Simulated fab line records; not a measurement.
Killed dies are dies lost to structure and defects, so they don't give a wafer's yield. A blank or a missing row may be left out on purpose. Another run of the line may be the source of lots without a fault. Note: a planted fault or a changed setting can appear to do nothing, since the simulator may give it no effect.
Chamber matching ; flow nand_harc ; NHARC_P_M2_ETCH_35 on rie_diel-04 has 4 sister chambers
The step etches the open film in N2/H2, target depth 40 nm, overetch 12 nm, time 43.94 s. 4 wafers are shown with their chamber, then 12 later ones without.

WAFERS, EACH WITH ITS CHAMBER
wafer;chamber;drypump_motor_current_A (A)
L086.6;1;5.6
L089.1;2;5.5
L091.4;0;6.3
L091.5;3;6.0

WAFERS MISSING THEIR CHAMBER
wafer;drypump_motor_current_A (A)
L093.3;5.5
L093.5;5.5
L093.6;6.0
L094.2;6.2
L094.3;5.5
L094.4;5.6
L095.3;6.3
L095.4;5.4
L095.6;5.4
L096.3;5.6
L096.4;6.3
L096.5;5.6

CHAMBER TAKEN BY EACH
wafer;from the rows above;in truth
L093.3;2;2
L093.5;2;2
L093.6;3;3
L094.2;0;0
L094.3;2;2
L094.4;1;1
L095.3;0;0
L095.4;2;2
L095.6;2;2
L096.3;1;1
L096.4;0;0
L096.5;1;1
Placed correctly: 12 of 12. From these rows, 0 cannot be placed. Wrongly placed: 0.
How it was worked out, from the rows above alone: a wafer's distance from a chamber is the root of the sum, over the readings, of the square of ((its reading less the chamber's mean) divided by the reading's scatter). The wafer belongs to the nearest chamber; if the next one is less than 2 further off, it can't be placed. For every chamber, the mean is computed from those of its wafers that are shown. The scatter: with one shown wafer a chamber, the root of the mean of the squares of how far each hidden wafer lies from its nearest shown one.
